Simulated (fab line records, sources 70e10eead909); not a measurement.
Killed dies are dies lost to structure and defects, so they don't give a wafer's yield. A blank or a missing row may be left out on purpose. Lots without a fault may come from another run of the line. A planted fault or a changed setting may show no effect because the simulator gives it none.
A struck lot beside a sound one | flow nand_harc | 15 steps out of a route of 1159
Sound: wafers L497.2, L497.5, L497.6. Struck: wafers L505.1, L505.5, L505.6. The cause comes at the end.
At each step with rows: each side's tool, then ch and its chambers, then its first start. Under that, the readings that differ: sound wafers | struck wafers | difference of the means | sigmas: that difference in standard deviations of wafers without a fault.
alike: readings whose means differ by less than 2 such deviations, and words and numbers that are the same on both sides. not compared: withheld readings, readings that some wafer has no value for, bounds like >300 that may hide the same value, and numbers for which the record gives no deviation and whose values overlap.
The two part at a step that has a row with sigmas, a row that says differs or no value, or rows on one side only. Numbers that don't overlap but have no deviation are shown without sigmas and don't part them. A reading that every wafer of one side lacks parts them only if that side has two wafers or more.

first, 1 step without rows for these wafers: NHARC_A_ONON_D1_DEP_06 (target thk 1000 nm).
NHARC_A_ONON_D1_THK_MEAS_08: measures by ellipsometry.
  sound on film_metro-01, day 9 20:40; struck on film_metro-01, day 11 19:04
  reading     | sound       | struck         | difference | sigmas
  thk_nm (nm) | 982 982 982 | 1019 1020 1021 | +38        | +3
then, 1 step without rows for these wafers: NHARC_A_ONON_D1_DEP_09 (target thk 1000 nm).
NHARC_A_ONON_D1_THK_MEAS_11: measures by ellipsometry.
  sound on film_metro-02, day 9 21:13; struck on film_metro-01, day 11 19:38
  alike: thk_nm
then, 1 step without rows for these wafers: NHARC_A_ONON_D1_DEP_12 (target thk 1000 nm).
NHARC_A_ONON_D1_THK_MEAS_14: measures by ellipsometry.
  sound on film_metro-01, day 9 21:47; struck on film_metro-01, day 11 20:12
  alike: thk_nm
then, 2 steps without rows for these wafers: NHARC_A_ONON_D1_ANNEAL_15 (time 3600 s); NHARC_A_ONON_D1_DEP_16 (target thk 1000 nm).
NHARC_A_ONON_D1_THK_MEAS_18: measures by ellipsometry.
  sound on film_metro-02, day 10 05:47; struck on film_metro-02, day 12 06:59
  alike: thk_nm
then, 1 step without rows for these wafers: NHARC_A_ONON_D1_DEP_19 (target thk 1000 nm).
NHARC_A_ONON_D1_THK_MEAS_21: measures by ellipsometry.
  sound on film_metro-02, day 10 06:22; struck on film_metro-02, day 12 07:32
  reading     | sound          | struck      | difference | sigmas
  thk_nm (nm) | 1019 1019 1018 | 989 990 990 | -29        | -3
NHARC_A_ONON_D1_DEP_22: target thk 1000 nm.
  sound on pecvd_onon-04 ch 0, day 10 06:28; struck on pecvd_onon-04 ch 0, day 12 07:36
  reading             | sound          | struck         | difference | sigmas
  n2_flow_sccm (sccm) | 2762 2762 2757 | 2744 2740 2741 | -19        | -2
  alike: susceptor_temp_C
NHARC_A_ONON_D1_THK_MEAS_24: measures by ellipsometry.
  sound on film_metro-02, day 10 06:56; struck on film_metro-02, day 12 08:07
  reading     | sound       | struck         | difference | sigmas
  thk_nm (nm) | 994 995 996 | 1694 1694 1695 | +699       | +73
then, 1 step without rows for these wafers: NHARC_A_ONON_D1_DEP_25 (target thk 1000 nm).
-- the record jumps here: 12 days lie between the struck wafers' starts before and after (it left off in module A_ONON_D1 and takes up again in module END, whose first step shown is number 1159 of the route) --
NHARC_END_SORT_01:
  the record has rows for the struck wafers here (prober-02 ch 0, day 24 07:26) and none for the sound ones

WHERE THEY PART
First at NHARC_A_ONON_D1_THK_MEAS_08; last, within this record, at NHARC_END_SORT_01.

WHY: what the simulator had put in
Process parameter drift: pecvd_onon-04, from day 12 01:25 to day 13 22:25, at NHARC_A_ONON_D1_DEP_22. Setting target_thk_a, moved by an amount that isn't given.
